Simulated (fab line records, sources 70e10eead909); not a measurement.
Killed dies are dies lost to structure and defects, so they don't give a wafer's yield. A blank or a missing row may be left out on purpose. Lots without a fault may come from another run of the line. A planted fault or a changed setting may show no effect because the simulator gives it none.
Which tool did it? | flow nand_harc | 24 lots, 72 wafers sampled, at 2 steps of a route of 1302

WHAT THE GAUGES READ, wafer by wafer
NHARC_A_M0_INSPECT_11.
lot  | measured     | on                | raw_defect_count
L075 | day 23 04:00 | defect_inspect-02 | 97 111 97
L076 | day 23 03:50 | defect_inspect-01 | 112 131 140
L074 | day 23 05:28 | defect_inspect-01 | 111 106 99
L077 | day 23 18:44 | defect_inspect-02 | 102 118 105
L078 | day 24 09:26 | defect_inspect-01 | 111 90 100
L079 | day 25 06:34 | defect_inspect-01 | 127 118 115
L082 | day 25 12:46 | defect_inspect-02 | 30 36 40
L080 | day 25 15:12 | defect_inspect-01 | 81 107 93
L081 | day 26 19:07 | defect_inspect-02 | 129 124 158
L083 | day 26 20:53 | defect_inspect-01 | 15 20 12
L085 | day 27 00:26 | defect_inspect-02 | 108 121 119
L084 | day 27 04:11 | defect_inspect-02 | 96 83 75
L086 | day 27 21:04 | defect_inspect-01 | 112 98 110
L088 | day 28 16:11 | defect_inspect-01 | 71 84 76
L090 | day 28 20:40 | defect_inspect-01 | 85 84 94
L091 | day 28 23:49 | defect_inspect-01 | 132 135 173
L087 | day 29 00:47 | defect_inspect-02 | 103 87 97
L089 | day 29 02:53 | defect_inspect-02 | 72 77 65
L092 | day 29 20:41 | defect_inspect-02 | 38 27 45
L095 | day 30 20:07 | defect_inspect-02 | 85 94 94
L094 | day 30 23:09 | defect_inspect-01 | 25 34 25
L093 | day 31 01:29 | defect_inspect-02 | 58 64 69
L096 | day 32 14:47 | defect_inspect-01 | 79 88 94
L097 | day 32 16:11 | defect_inspect-01 | 92 99 104

WHICH TOOL RAN EACH LOT (tool, then ch and the chambers of the sampled wafers, then the start)
lot  | NHARC_A_BLC_PVD_32
L075 | pvd_sputter-01, day 23 04:00 or earlier
L076 | pvd_sputter-02, day 23 03:50 or earlier
L074 | pvd_sputter-02, day 23 05:28 or earlier
L077 | pvd_sputter-01, day 23 18:44 or earlier
L078 | pvd_sputter-02, day 24 09:26 or earlier
L079 | pvd_sputter-03, day 25 06:34 or earlier
L082 | pvd_sputter-03, day 25 12:46 or earlier
L080 | pvd_sputter-02, day 25 15:12 or earlier
L081 | pvd_sputter-03, day 26 19:07 or earlier
L083 | pvd_sputter-01, day 26 20:53 or earlier
L085 | pvd_sputter-02, day 27 00:26 or earlier
L084 | pvd_sputter-01, day 27 04:11 or earlier
L086 | pvd_sputter-03, day 27 21:04 or earlier
L088 | pvd_sputter-01, day 28 16:11 or earlier
L090 | pvd_sputter-03, day 28 20:40 or earlier
L091 | pvd_sputter-01, day 28 23:49 or earlier
L087 | pvd_sputter-01, day 29 00:47 or earlier
L089 | pvd_sputter-01, day 29 02:53 or earlier
L092 | pvd_sputter-03, day 29 20:41 or earlier
L095 | pvd_sputter-02, day 30 20:07 or earlier
L094 | pvd_sputter-03, day 30 23:09 or earlier
L093 | pvd_sputter-02, day 31 01:29 or earlier
L096 | pvd_sputter-03, day 32 14:47 or earlier
L097 | pvd_sputter-02, day 32 16:11 or earlier
- NHARC_A_BLC_PVD_32: deposits Ti, target thk 5 nm, time 17.7 s.

WHAT THE TOOLS THEMSELVES READ (means of the sampled wafers that have a number; where no wafer has one, the mark that the record gives instead)
NHARC_A_BLC_PVD_32.
lot  | tool           | throttle_valve_pct (%)
L075 | pvd_sputter-01 | 28.9
L076 | pvd_sputter-02 | 29.4
L074 | pvd_sputter-02 | 29.7
L077 | pvd_sputter-01 | 30.2
L078 | pvd_sputter-02 | 29.4
L079 | pvd_sputter-03 | 29.9
L082 | pvd_sputter-03 | 29.1
L080 | pvd_sputter-02 | 29.3
L081 | pvd_sputter-03 | 29.5
L083 | pvd_sputter-01 | 29.1
L085 | pvd_sputter-02 | 29.4
L084 | pvd_sputter-01 | 29.3
L086 | pvd_sputter-03 | 29.4
L088 | pvd_sputter-01 | 29.8
L090 | pvd_sputter-03 | 29.5
L091 | pvd_sputter-01 | 29.3
L087 | pvd_sputter-01 | 30.0
L089 | pvd_sputter-01 | 29.8
L092 | pvd_sputter-03 | 29.2
L095 | pvd_sputter-02 | 30.2
L094 | pvd_sputter-03 | 29.1
L093 | pvd_sputter-02 | 30.5
L096 | pvd_sputter-03 | 28.7
L097 | pvd_sputter-02 | 30.6

THE ANSWER, worked out from the rows above alone
Rule: what is usual is taken from the lots themselves. Put in order of their means at a reading, lots are off if they are a third of the lots or fewer, leave a main group of 4 or more, and stand apart from it by a gap of 3 or more times the standard deviation of the main group's means; of several such gaps the widest counts. A main group whose means are all the same, to the digits that the tables above print for the reading, isn't used. A lot without any number at a reading at which 4 lots or more have one is off too. The other lots that the step has rows for count as sound. The gauges are gone through in route order, then the tools' own readings, and for those a lot's mean is taken as printed above. The first step at which some lot is off is used, and at that step the reading that is off furthest; a lot without a number counts as furthest.
No lot is off at any reading shown: from this, nothing can be told.

WHAT THE SIMULATOR HAD PUT IN
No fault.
